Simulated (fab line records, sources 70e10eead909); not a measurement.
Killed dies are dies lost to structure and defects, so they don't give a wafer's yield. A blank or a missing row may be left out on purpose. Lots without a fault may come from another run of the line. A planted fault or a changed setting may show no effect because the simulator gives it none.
Chamber matching | flow nand_harc | NHARC_P_GATE_ALD_36 on ald_sin-04: 4 sister chambers
The step deposits SiNx, target thk 20 nm, pulse time 60 s, ald cycles 223. 8 wafers are shown with their chamber, then 7 later ones without.

WAFERS WITH THEIR CHAMBER
wafer  | chamber | heater_power_w (W) | precursor_pulse_height_rel
L763.5 | 2       | 858                | 1.020
L765.4 | 1       | 886                | 1.018
L765.6 | 1       | 889                | 1.016
L767.4 | 3       | 894                | 1.006
L767.1 | 0       | 800                | 0.975
L767.5 | 3       | 904                | 0.989
L776.1 | 0       | 792                | 0.989
L776.3 | 2       | 868                | 0.973

WAFERS WITHOUT THEIR CHAMBER
wafer  | heater_power_w (W) | precursor_pulse_height_rel
L776.5 | 807                | 0.982
L779.1 | 882                | 0.977
L779.4 | 860                | 0.983
L779.5 | 873                | 0.988
L782.1 | 909                | 0.987
L782.6 | 891                | 1.007
L782.5 | 812                | 0.999

WHICH CHAMBER EACH WENT THROUGH
wafer  | from the rows above          | in truth
L776.5 | 0                            | 0
L779.1 | can't be placed: 1 or 3 or 2 | 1
L779.4 | 2                            | 2
L779.5 | can't be placed: 2 or 1      | 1
L782.1 | 3                            | 3
L782.6 | can't be placed: 1 or 3      | 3
L782.5 | 0                            | 0
Placed correctly: 4 of 7. Can't be placed from these rows: 3 (the true chamber is among the candidates in 3). Placed wrongly: 0.
How it was worked out, from the rows above alone: a wafer's distance from a chamber is the root of the sum, over the readings, of the square of ((its reading less the chamber's mean) divided by the reading's scatter). The wafer belongs to the nearest chamber; if the next one is less than 2 further off, it can't be placed. A chamber's mean is the mean of its shown wafers. The scatter: the root of (the sum of the squares of (reading less its chamber's mean) over the shown wafers, divided by (wafers less chambers)).
